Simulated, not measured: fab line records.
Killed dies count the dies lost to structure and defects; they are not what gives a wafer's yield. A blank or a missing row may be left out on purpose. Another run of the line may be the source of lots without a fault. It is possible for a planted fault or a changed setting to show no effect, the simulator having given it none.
Split-lot trial ; flow n5 finfet ; 21 wafers read from 7 lots, route of 1938 steps

## THE SPLIT ITSELF
At N5_BEOL_M0_SAQP_EXPOSE_11 (exposes mask M0 CORE, target cd 42 nm), the setting dose mj was moved away from the recipe's 55 on 9 of the 21 wafers read, by -6.6% to +4.6%. The other wafers ran this setting at the recipe's value.

## FROM THE SPLIT TO THE READING: what the file shows between them, 2 steps
- N5_BEOL_M0_SAQP_PEB_12: peb time 60 s
- N5_BEOL_M0_SAQP_DEVELOP_13: develop time 30 s

## THE READING
cd nm at N5_BEOL_M0_SAQP_CD_MEAS_14, given in nm (cd target 42.5 nm). On this fab line, fault-free wafers typically give 42.4 nm with a standard deviation of 0.39 nm.

wafer;tool, chamber at the split;dose mj as run;against the recipe;cd nm, nm;against lot-mates on the recipe
L078.2;arfi scanner-03, 0;57.53;+4.6%;41.7;-0.7
L078.4;arfi scanner-03, 0;55;recipe;42.4;-
L078.5;arfi scanner-03, 0;57.53;+4.6%;41.6;-0.8
L087.2;arfi scanner-03, 0;55;recipe;42.2;-
L087.5;arfi scanner-03, 0;51.36;-6.6%;44.3;+1.6
L087.6;arfi scanner-03, 0;55;recipe;43.2;-
L088.1;arfi scanner-03, 0;53.04;-3.6%;43.7;+1.5
L088.2;arfi scanner-03, 0;55;recipe;42.2;-
L088.6;arfi scanner-03, 0;53.04;-3.6%;43.8;+1.6
L090.2;arfi scanner-02, 0;55;recipe;42.8;-
L090.3;arfi scanner-02, 0;55;recipe;42.8;-
L090.5;arfi scanner-02, 0;55;recipe;42.0;-
L095.2;arfi scanner-01, 0;55;recipe;41.6;-
L095.3;arfi scanner-01, 0;55;recipe;42.4;-
L095.5;arfi scanner-01, 0;55;recipe;42.2;-
L096.1;arfi scanner-02, 0;57.29;+4.2%;40.6;-1.6
L096.2;arfi scanner-02, 0;57.29;+4.2%;40.9;-1.3
L096.6;arfi scanner-02, 0;55;recipe;42.2;-
L097.3;arfi scanner-02, 0;51.64;-6.1%;44.2;+1.6
L097.4;arfi scanner-02, 0;55;recipe;42.6;-
L097.5;arfi scanner-02, 0;51.64;-6.1%;44.6;+2.0

FIT RESULTS
A straight line over all 21 wafers: cd nm changes by -0.303 nm for each +1% of dose mj; r = -0.92; the points scatter about the line by 0.42 nm.
The same after taking each lot's own level away (the mean of its wafers on the recipe; 21 wafers): -0.281 nm for each +1%; r = -0.93; scatter 0.38 nm.
The reading moves by 1.9 nm for the largest change in dose mj, on that fit.
The span of the lots' own levels, 42.07 to 42.70 nm, comes to 1.6 times the standard deviation stated above.
So the lot-to-lot level changes the slope little: the two slopes agree.
Check: +2.03 nm against its lot-mates is what the line predicts for one of the wafers moved furthest among these (-6.6%) when that wafer is left out of the fit. It came out at +1.6 nm against them.

## FILE'S OWN FIT
cd nm changes by -0.28 nm for each +1% of dose mj, r = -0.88.
